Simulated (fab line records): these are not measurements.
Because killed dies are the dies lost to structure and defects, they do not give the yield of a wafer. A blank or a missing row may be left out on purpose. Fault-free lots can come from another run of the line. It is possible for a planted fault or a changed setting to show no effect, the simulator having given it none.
fab line records | flow nand_harc
[record] lots = 15 wafers = 45 last_day = 33
route steps=1302 shown P_CONTACT@230
lots untouched by any fault: they come from a run of this same line in which no faults occurred
start_h: the number of hours between the record's first day and the start of the first shown wafer of the lot | wait_h: hours from the lot's prior step to this one | " as in the row above | L1.1+2: one row covering several wafers at once | - no value present, or no start provided | * or withheld: withheld | < > ~ a bound
route shown NAME@n: names a module that has steps shown in the file, with the first one's number in the route | usual: average and standard deviation across the fault-free wafers | same: alike in all rows | chamber/n: place in a boat | sites: per-site readings | _std_site: standard deviation across them | _edge_site: inner sites' mean taken away from outer sites' mean | radius_mm: how far each site lies from the wafer's centre | mask NAME#n: copy n | behind: tool/chamber where the wafer was last shaped | hold: cause of the lot's hold/its duration in hours/its outcome | device: which transistor (n, p or np) failed to switch | end of line: the route-end tests of the same wafers | where a step has no rows: the recipe by itself | killed: the dies lost at the first sort to structure and to defects; this is not the yield of the wafer | map: per-die view of a wafer (x killed, . not killed, _ where there is no die)
set.NAME: the setting the step ran with; set.NAME@STEP: the setting that earlier step ran with | model.NAME: the simulator's own value behind a step, which no gauge read
the route's steps for a sample of lots (tables are steps, rows are wafers)
services: the hour from which a tool's chamber was out of use, counted from the record's first day as start_h (under 0 if before that day), plus the number of hours and why
[[steps]]
[step NHARC_P_CONTACT_PEB_10]
[recipe] peb_temp_c = 100 peb_time_s = 65
[usual] chill_plate_temp_C = 22.99/0.097 heater_power_total_W = 156.6/0.41 plate_temp_C = 99.98/0.11 resist_line_temp_C = 23.01/0.11
[same] peb_time_s = 65
// columns lot.wafer tool chamber start_h wait_h chill_plate_temp_C heater_power_total_W plate_temp_C resist_line_temp_C
L771.1 litho_track-04 0 120.04 0.1 22.86 157.1 100.12 22.95
L771.5 " 0 " " 22.84 157.0 100.09 23.02
L771.6 " 0 " " 22.91 157.1 100.09 23.04
L773.2 litho_track-01 0 138.65 0.1 22.92 156.3 99.80 22.88
L773.4 " 0 " " 22.75 157.1 99.85 22.91
L773.5 " 0 " " 22.98 157.2 99.79 23.03
L774.1 litho_track-06 0 152.93 0.1 22.89 156.4 100.06 22.99
L774.3 " 0 " " 23.00 156.0 100.04 23.08
L774.6 " 0 " " 22.81 156.3 99.91 22.96
L775.3 litho_track-06 0 159.26 0.0 23.08 156.4 99.90 23.04
L775.4 " 0 " " 23.08 156.0 99.85 22.99
L775.6 " 0 " " 23.15 156.7 99.75 23.16
L777.3 litho_track-06 0 175.62 0.0 23.06 156.4 100.12 23.11
L777.4 " 0 " " 22.94 157.1 100.26 23.14
L777.5 " 0 " " 23.04 157.1 99.95 23.00
L778.1 litho_track-06 0 190.76 0.1 23.08 156.3 99.98 22.91
L778.2 " 0 " " 23.07 156.6 99.90 23.02
L778.6 " 0 " " 23.08 157.1 100.07 23.11
L779.1 litho_track-06 0 206.70 0.1 23.04 188.3 114.26 23.18
L779.2 " 0 " " 23.03 188.3 114.55 22.94
L779.6 " 0 " " 23.06 188.3 114.43 23.09
L780.3 litho_track-06 0 211.92 0.0 22.96 188.0 114.45 23.13
L780.4 " 0 " " 22.85 188.3 114.42 23.08
L780.5 " 0 " " 22.93 187.7 114.38 22.97
L781.2 litho_track-06 0 226.80 0.1 23.06 188.3 114.35 22.94
L781.3 " 0 " " 22.98 188.4 114.53 23.00
L781.5 " 0 " " 23.07 188.3 114.47 22.91
L788.1 litho_track-04 0 286.95 0.1 23.04 156.6 100.00 22.87
L788.2 " 0 " " 22.99 157.1 100.14 22.91
L788.5 " 0 " " 23.07 156.8 100.03 22.86
L789.1 litho_track-04 0 300.61 0.1 22.82 156.2 100.05 23.29
L789.3 " 0 " " 22.90 156.2 99.91 23.13
L789.6 " 0 " " 23.01 156.9 100.10 23.09
L790.1 litho_track-06 0 309.29 0.1 23.05 156.0 100.00 22.92
L790.3 " 0 " " 22.95 156.6 100.18 22.95
L790.6 " 0 " " 22.84 156.8 100.05 22.99
L791.1 litho_track-04 0 320.47 0.1 23.02 156.8 100.06 22.91
L791.4 " 0 " " 23.01 157.1 99.94 23.07
L791.5 " 0 " " 23.00 156.7 99.92 23.07
L792.1 litho_track-06 0 326.70 0.1 23.01 157.1 99.87 23.14
L792.3 " 0 " " 23.00 156.9 99.91 23.28
L792.6 " 0 " " 22.82 156.0 100.02 23.22
L793.2 litho_track-06 0 342.37 0.1 23.11 157.2 99.85 23.02
L793.4 " 0 " " 22.98 156.8 100.05 23.16
L793.6 " 0 " " 23.03 157.1 99.75 22.90
[step NHARC_P_CONTACT_CD_MEAS_12]
[recipe] target_cd_nm = 90 landing_energy_ev = 500
[usual] cd_nm = 90.1/0.94
// columns lot.wafer tool chamber start_h wait_h cd_nm
L771.1 cd_sem-01 0 120.12 - 89.3
L771.5 " 0 " " 90.9
L771.6 " 0 " " 90.0
L773.2 cd_sem-01 0 138.73 - 91.2
L773.4 " 0 " " 91.4
L773.5 " 0 " " 89.9
L774.1 cd_sem-01 0 153.01 - 90.4
L774.3 " 0 " " 89.4
L774.6 " 0 " " 90.2
L775.3 cd_sem-03 0 159.34 - 89.0
L775.4 " 0 " " 89.6
L775.6 " 0 " " 90.7
L777.3 cd_sem-03 0 175.70 - 89.6
L777.4 " 0 " " 89.9
L777.5 " 0 " " 89.7
L778.1 cd_sem-03 0 190.84 - 91.2
L778.2 " 0 " " 90.3
L778.6 " 0 " " 89.5
L779.1 cd_sem-03 0 206.78 - 127.3
L779.2 " 0 " " 126.6
L779.6 " 0 " " 128.2
L780.3 cd_sem-01 0 212.00 - 127.2
L780.4 " 0 " " 127.8
L780.5 " 0 " " 127.2
L781.2 cd_sem-03 0 226.88 - 120.3
L781.3 " 0 " " 120.0
L781.5 " 0 " " 120.9
L788.1 cd_sem-02 0 287.03 - 90.4
L788.2 " 0 " " 90.3
L788.5 " 0 " " 90.2
L789.1 cd_sem-02 0 300.70 - 90.3
L789.3 " 0 " " 89.7
L789.6 " 0 " " 89.2
L790.1 cd_sem-03 0 309.37 - 89.6
L790.3 " 0 " " 90.2
L790.6 " 0 " " 89.8
L791.1 cd_sem-02 0 320.55 - 89.6
L791.4 " 0 " " 91.3
L791.5 " 0 " " 91.0
L792.1 cd_sem-01 0 326.78 - 89.0
L792.3 " 0 " " 89.5
L792.6 " 0 " " 88.8
L793.2 cd_sem-01 0 342.45 - 88.9
L793.4 " 0 " " 88.9
L793.6 " 0 " " 88.9
[step NHARC_P_CONTACT_OVL_MEAS_13]
[usual] overlay_x_nm = -0.1/0.84 overlay_y_nm = -0.2/0.94
// columns lot.wafer tool chamber start_h wait_h overlay_x_nm overlay_y_nm
L771.1 overlay-01 - 120.21 - -0.1 -0.4
L771.5 " - " " -0.1 0.4
L771.6 " - " " -0.1 -0.1
L773.2 overlay-01 - 138.82 - -0.1 0.9
L773.4 " - " " 0.5 0.7
L773.5 " - " " 0.4 0.6
L774.1 overlay-02 - 153.10 - 0.8 -1.0
L774.3 " - " " 0.7 -1.0
L774.6 " - " " 1.0 -1.2
L775.3 overlay-02 - 159.43 - 0.2 -1.3
L775.4 " - " " 1.3 -1.1
L775.6 " - " " 0.7 -1.2
L777.3 overlay-02 - 175.78 - -1.8 -0.7
L777.4 " - " " -1.0 -1.0
L777.5 " - " " -1.3 -0.6
L778.1 overlay-01 - 190.93 - -0.7 1.1
L778.2 " - " " -0.3 0.3
L778.6 " - " " -0.8 0.3
L779.1 overlay-02 - 206.87 - 0.2 -0.8
L779.2 " - " " -0.1 -1.0
L779.6 " - " " -0.6 -0.7
L780.3 overlay-01 - 212.09 - -0.1 0.0
L780.4 " - " " -0.3 -0.1
L780.5 " - " " 0.0 -0.2
L781.2 overlay-01 - 226.96 - 0.6 -0.3
L781.3 " - " " 0.2 -0.5
L781.5 " - " " 0.0 0.1
L788.1 overlay-01 - 287.12 - 0.2 -1.0
L788.2 " - " " 0.4 -0.2
L788.5 " - " " 0.2 -0.8
L789.1 overlay-02 - 300.79 - 2.3 -0.1
L789.3 " - " " 1.8 0.2
L789.6 " - " " 1.9 -0.9
L790.1 overlay-01 - 309.46 - -0.9 -0.7
L790.3 " - " " -0.9 -0.5
L790.6 " - " " -0.9 -0.7
L791.1 overlay-01 - 320.64 - -1.1 -0.8
L791.4 " - " " -1.1 -0.1
L791.5 " - " " -1.2 -0.5
L792.1 overlay-01 - 326.86 - 0.4 -1.4
L792.3 " - " " 0.7 -0.9
L792.6 " - " " 0.5 -0.4
L793.2 overlay-01 - 342.54 - 0.4 -1.5
L793.4 " - " " 0.5 -1.4
L793.6 " - " " 0.2 -1.1
[step NHARC_P_CONTACT_ETCH_36]
[recipe] target_depth_a = 2600 over_etch_frac = 0.25 time_s = 406.25 ion_energy_ev = 200 n2_flow_sccm = 150 h2_flow_sccm = 150 ar_flow_sccm = 0 rf_w = 400 bias_w = 150 chemistry = N2/H2
[usual] drypump_motor_current_A = 5.6/0.39 oes_product_au = 1.006/0.014 rf_vpp_V = 429.6/2.8 showerhead_plenum_p_Torr = 2.01/0.097 throttle_valve_pct = 14.172/0.0096
// columns lot.wafer tool chamber start_h wait_h drypump_motor_current_A oes_product_au rf_hours_counter_h rf_vpp_V showerhead_plenum_p_Torr throttle_valve_pct
L771.1 rie_diel-11 2 - - 5.2 1.013 1.0 427.6 1.92 14.181
L771.5 " 0 " " 5.7 0.995 - 428.5 1.99 14.164
L771.6 " 1 " " 6.5 0.989 - 434.0 2.19 14.157
L773.4 rie_diel-08 1 - - 5.0 1.009 7.9 429.9 2.01 14.165
L773.2 " 2 " " 5.5 1.021 7.7 425.8 1.93 14.181
L773.5 " 1 " " 5.0 1.013 - 429.2 2.01 14.176
L774.1 rie_diel-06 3 - - 5.5 1.018 0.5 435.0 2.17 14.168
L774.3 " 1 " " 5.1 1.002 0.5 430.8 2.04 14.178
L774.6 " 3 " " 5.5 1.019 - 434.8 2.17 14.172
L775.3 rie_diel-06 0 - - 5.6 1.017 0.9 427.2 1.90 14.167
L775.4 " 2 " " 5.6 0.998 0.9 426.9 1.90 14.181
L775.6 " 3 " " 5.5 1.014 - 433.6 2.17 14.183
L777.3 rie_diel-08 2 - - 5.5 1.017 9.5 427.2 1.93 14.178
L777.4 " 1 " " 5.0 1.008 10.1 430.3 2.01 14.172
L777.5 " 2 " " 5.5 1.017 - 428.2 1.93 14.177
L778.1 rie_diel-06 2 - - 5.6 0.994 1.6 425.6 1.90 14.165
L778.2 " 3 " " 5.5 1.027 1.9 434.8 2.17 14.150
L778.6 " 2 " " 5.6 0.995 - 426.3 1.90 14.188
L779.1 rie_diel-08 2 - - 5.5 1.019 0.2 428.1 1.93 14.168
L779.2 " 3 " " 5.7 1.005 0.2 432.5 2.14 14.169
L779.6 " 0 " " 5.6 1.023 - 427.3 1.98 14.158
L780.4 rie_diel-08 3 - - 5.7 0.998 1.2 433.7 2.14 14.165
L780.3 " 2 " " 5.5 1.016 1.1 426.9 1.93 14.169
L780.5 " 0 " " 5.6 1.039 - 429.2 1.98 14.177
L781.3 rie_diel-08 1 - - 5.0 1.009 1.5 430.8 2.01 14.159
L781.2 " 2 " " 5.5 1.001 1.7 428.1 1.93 14.176
L781.5 " 1 " " 5.0 1.012 - 429.7 2.01 14.164
L788.1 rie_diel-06 0 - - 5.6 1.020 4.0 427.6 1.90 14.166
L788.2 " 1 " " 5.1 0.981 3.8 429.6 2.03 14.179
L788.5 " 3 " " 5.5 1.027 - 434.6 2.17 14.176
L789.1 rie_diel-06 2 - - 5.6 1.002 4.6 426.8 1.90 14.165
L789.3 " 0 " " 5.6 1.023 4.7 425.2 1.90 14.179
L789.6 " 3 " " 5.6 1.024 - 434.1 2.17 14.160
L790.1 rie_diel-11 2 - - 5.2 0.999 1.4 427.9 1.92 14.165
L790.3 " 3 " " 6.2 1.002 1.8 429.0 1.98 14.178
L790.6 " 2 " " 5.2 0.991 - 428.2 1.92 14.165
L791.1 rie_diel-08 3 - - 5.7 1.020 6.0 432.9 2.14 14.169
L791.4 " 2 " " 5.5 1.021 6.9 426.7 1.92 14.156
L791.5 " 3 " " 5.7 1.011 - 433.5 2.14 14.176
L792.1 rie_diel-06 3 - - 5.6 1.001 0.1 434.0 2.17 14.176
L792.3 " 0 " " 5.6 1.001 0.2 425.1 1.90 14.172
L792.6 " 2 " " 5.6 1.007 - 426.2 1.90 14.166
L793.4 rie_diel-11 2 - - 5.2 1.000 2.3 427.0 1.92 14.182
L793.2 " 0 " " 5.7 1.009 2.2 429.0 1.99 14.165
L793.6 " 3 " " 6.2 1.015 - 430.5 1.98 14.151
[step NHARC_P_CONTACT_CD_MEAS_19]
[usual] cd_nm = 89.3/2.1
// columns lot.wafer tool chamber start_h wait_h cd_nm
L771.1 cd_sem-03 - 121.19 - 93.9
L771.5 " - " " 90.4
L771.6 " - " " 88.1
L773.2 cd_sem-01 - 139.79 - 93.0
L773.4 " - " " 89.5
L773.5 " - " " 87.9
L774.1 cd_sem-03 - 154.06 - 88.0
L774.3 " - " " 87.9
L774.6 " - " " 86.5
L775.3 cd_sem-02 - 160.40 - 90.8
L775.4 " - " " 90.8
L775.6 " - " " 87.8
L777.3 cd_sem-03 - 176.75 - 89.4
L777.4 " - " " 89.9
L777.5 " - " " 92.0
L778.1 cd_sem-01 - 191.90 - 89.7
L778.2 " - " " 89.8
L778.6 " - " " 89.9
L779.1 cd_sem-03 - 207.84 - 124.8
L779.2 " - " " 128.2
L779.6 " - " " 127.6
L780.3 cd_sem-03 - 213.06 - 126.9
L780.4 " - " " 125.9
L780.5 " - " " 126.4
L781.2 cd_sem-02 - 227.93 - 119.2
L781.3 " - " " 120.6
L781.5 " - " " 120.5
L788.1 cd_sem-03 - 288.08 - 91.6
L788.2 " - " " 87.5
L788.5 " - " " 86.0
L789.1 cd_sem-01 - 301.75 - 89.4
L789.3 " - " " 95.0
L789.6 " - " " 88.3
L790.1 cd_sem-02 - 310.43 - 92.7
L790.3 " - " " 92.1
L790.6 " - " " 90.2
L791.1 cd_sem-03 - 321.61 - 89.8
L791.4 " - " " 89.8
L791.5 " - " " 89.6
L792.1 cd_sem-01 - 327.83 - 88.0
L792.3 " - " " 91.2
L792.6 " - " " 91.9
L793.2 cd_sem-01 - 343.52 - 87.3
L793.4 " - " " 89.7
L793.6 " - " " 93.8
[step NHARC_P_CONTACT_PVD_32]
[recipe] target_thk_a = 50 chamber_pressure_pa = 5 power_w = 5000 substrate_temp_c = 200 time_s = 17.7 material = Ti
[usual] throttle_valve_pct = 29.9/0.9
// columns lot.wafer tool chamber start_h wait_h throttle_valve_pct
L771.1 pvd_sputter-02 - - - 29.6
L771.5 " - " " 29.1
L771.6 " - " " 30.7
L773.2 pvd_sputter-03 - - - 29.2
L773.4 " - " " 28.2
L773.5 " - " " 29.1
L774.1 pvd_sputter-03 - - - 28.5
L774.3 " - " " 29.4
L774.6 " - " " 28.3
L775.3 pvd_sputter-01 - - - 31.4
L775.4 " - " " 30.5
L775.6 " - " " 30.9
L777.4 pvd_sputter-01 - - - 31.1
L777.3 " - " " 31.6
L777.5 " - " " 30.5
L778.1 pvd_sputter-02 - - - 28.2
L778.2 " - " " 29.3
L778.6 " - " " 28.1
L779.1 pvd_sputter-02 - - - 29.2
L779.2 " - " " 31.0
L779.6 " - " " 29.4
L780.4 pvd_sputter-03 - - - 29.9
L780.3 " - " " 29.1
L780.5 " - " " 30.5
L781.3 pvd_sputter-02 - - - 28.5
L781.2 " - " " 29.1
L781.5 " - " " 28.1
L788.1 pvd_sputter-03 - - - 29.3
L788.2 " - " " 30.5
L788.5 " - " " 28.9
L789.3 pvd_sputter-03 - - - 29.7
L789.1 " - " " 29.3
L789.6 " - " " 29.4
L790.3 pvd_sputter-03 - - - 30.5
L790.1 " - " " 29.3
L790.6 " - " " 30.6
L791.4 pvd_sputter-01 - - - 30.8
L791.1 " - " " 29.9
L791.5 " - " " 30.4
L792.3 pvd_sputter-03 - - - 29.2
L792.1 " - " " 29.2
L792.6 " - " " 29.3
L793.4 pvd_sputter-02 - - - 27.5
L793.2 " - " " 29.8
L793.6 " - " " 27.6
[[services]]
// columns tool chamber start_h hours kind
pvd_sputter-02 - 104.00 10.0 pm
rie_diel-08 3 109.59 7.8 repair
rie_diel-06 2 113.68 7.4 repair
rie_diel-06 2 122.09 4.4 repair
rie_diel-08 0 125.06 8.9 repair
rie_diel-06 - 130.20 9.0 pm
rie_diel-06 1 144.44 2.4 repair
rie_diel-08 2 155.93 4.1 repair
pvd_sputter-03 - 165.68 2.6 repair
pvd_sputter-03 - 170.03 10.0 pm
litho_track-06 - 179.00 7.0 pm
rie_diel-08 - 190.90 9.0 pm
litho_track-04 - 203.00 7.0 pm
pvd_sputter-01 - 226.00 10.0 pm
pvd_sputter-03 - 244.05 7.5 repair
pvd_sputter-03 - 252.58 5.7 repair
rie_diel-08 1 274.06 19.3 repair
rie_diel-06 - 277.15 0.7 repair
pvd_sputter-02 - 282.00 10.0 pm
rie_diel-06 3 282.90 1.3 repair
rie_diel-08 3 286.08 7.2 repair
rie_diel-08 1 295.83 5.6 repair
rie_diel-06 - 307.21 9.0 pm
rie_diel-06 3 343.97 6.9 repair
[[key]]
[first_sign] step = NHARC_P_CONTACT_PEB_10 reading = plate_temp_C direction = up sigmas = 99+ usual = * struck = *
[effect] step = NHARC_P_CONTACT_PEB_10 reading = heater_power_total_W direction = up sigmas = 77 usual = * struck = *
[effect] step = NHARC_P_CONTACT_CD_MEAS_12 reading = cd_nm direction = up sigmas = 37 usual = 90.1 struck = 125.1 through = control_loop
[effect] step = NHARC_P_CONTACT_CD_MEAS_19 reading = cd_nm direction = up sigmas = 17 usual = 89.3 struck = 124.5 through = control_loop
met_at NHARC_P_CONTACT_PEB_10
struck_lots L779,L780,L781
later_rows_left_out L779.1,L779.2,L779.6,L780.3,L780.4,L780.5,L781.2,L781.3,L781.5
sort_left_out L779.1,L779.2,L779.6,L780.3,L780.4,L780.5,L781.2,L781.3,L781.5
tester_left_out L779,L780,L781
[loop_trim] step = NHARC_P_CONTACT_EXPOSE_09 setting = dose lots = L781
not_acting_at NHARC_P_CONTACT_OVL_MEAS_13,NHARC_P_CONTACT_ETCH_36,NHARC_P_CONTACT_PVD_32
onset_between 190.76 206.70
[fault] kind = process_parameter_drift tool = litho_track-06 chamber = - onset_h = 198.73 steps = NHARC_P_CONTACT_PEB_10 channel = peb_temp_c offset = * shape = step end_h = 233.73 acts_in = * stated = *
// tester_left_out: of these lots the tester's yield and bins aren't shown, on N5 and GAA mostly nor the transistor test; their killed dies are dies lost to structure and defects alone, not to doping, threshold or leakage, so they don't give the yield
// sort_left_out: the simulated sort isn't trusted on such a fault, so these wafers' sort isn't shown, and their yield isn't known
// later_rows_left_out: the simulator's readings of these wafers behind a module that went badly wrong aren't trusted and aren't shown, but for the sort
// loop_trim: a control loop set the setting to another value than it would have without faults
